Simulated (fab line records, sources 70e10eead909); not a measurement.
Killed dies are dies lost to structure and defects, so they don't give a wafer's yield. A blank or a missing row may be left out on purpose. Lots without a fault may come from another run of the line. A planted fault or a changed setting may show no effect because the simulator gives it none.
Problem report in the 8D (eight disciplines) form, filled by code | flow nand_harc | the parts of the form that need people (team, actions taken, sign-off) are left out

1. THE PROBLEM
run_length_s at NHARC_A_WL_FILL_ETCHBACK_04 reads a mean of 115.8 s on 3 wafers of 2 lots; wafers without a fault read 141.4 s with a standard deviation of 0.52. That is -49 standard deviations from the usual mean.
The step: etches the open film in NF3, target depth 60 nm, time 120 s.
First seen on wafer L776.3, day 24 03:28, on rie_metal-03. The record holds 36 wafers of 12 lots with a number at this step. Rule for "out", or "out of limits": more than 4 standard deviations from the usual mean. The other wafers with a number count as sound.

2. WHAT IT IS AND WHAT IT IS NOT
question                    | is                     | is not
which readings at this step | run_length_s           | drypump_motor_current_A, oes_product_au
which lots                  | L776, L779             | L769, L770, L771, L772, L777, L781, L785, L787, L788, L790
which wafers of those lots  | L776.3, L779.2, L779.4 | L776.2, L776.6, L779.5
read on which tools         | rie_metal-03           | rie_metal-01, rie_metal-02
when                        | from day 24 03:28      | up to then (14 sound wafers); but 19 sound wafers of L777, L779, L781, L785, L787, L788, L790 came after

3. SUSPECTS, AND WHAT RULES EACH OUT
Counting: a tool at a process step up to the reading stays a suspect if it ran every lot that is out. Sound lots after the first of them don't rule it out here, since some wafers of a struck lot are sound.
- rie_metal-03 at NHARC_A_WL_FILL_ETCHBACK_04 (etches the open film in NF3, target depth 60 nm, time 120 s): kept. It ran every lot that is out, first L776 (day 24 03:28); its last sound lot up to then is L770 (day 21 21:19). Its own readings are out on those wafers: run_length_s.
- Within rie_metal-03 at NHARC_A_WL_FILL_ETCHBACK_04: the wafers that are out ran in chamber 1; their sound lot-mates ran in chamber 0.
Left after counting: rie_metal-03 at NHARC_A_WL_FILL_ETCHBACK_04.

4. THE CAUSE (what the simulator had put in)
Process parameter drift: rie_metal-03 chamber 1, from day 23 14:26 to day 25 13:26, at NHARC_A_WL_FILL_ETCHBACK_04. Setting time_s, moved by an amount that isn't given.
Counting left only this tool.

5. THE CHAIN OF EFFECTS, in route order
Each row: a reading whose mean over the struck wafers that have a number lies more than 3 standard deviations from the usual. Only readings for which the record gives a usual standard deviation are gone through. hours: the time from each lot's start at the first step in this table that gives one to its start at this step, as a median over the lots. sigmas: the change in usual standard deviations.
hours | step                        | reading      | usual   | on struck wafers | change | sigmas
0     | NHARC_A_WL_FILL_ETCHBACK_04 | run_length_s | 141.4 s | 115.8            | -25.6  | -49
The process steps in it:
- NHARC_A_WL_FILL_ETCHBACK_04: etches the open film in NF3, target depth 60 nm, time 120 s.

6. WHAT WOULD HAVE CAUGHT IT SOONER
In this record the first reading out of limits was taken at day 24 03:28, 13 hours after the fault began at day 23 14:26.
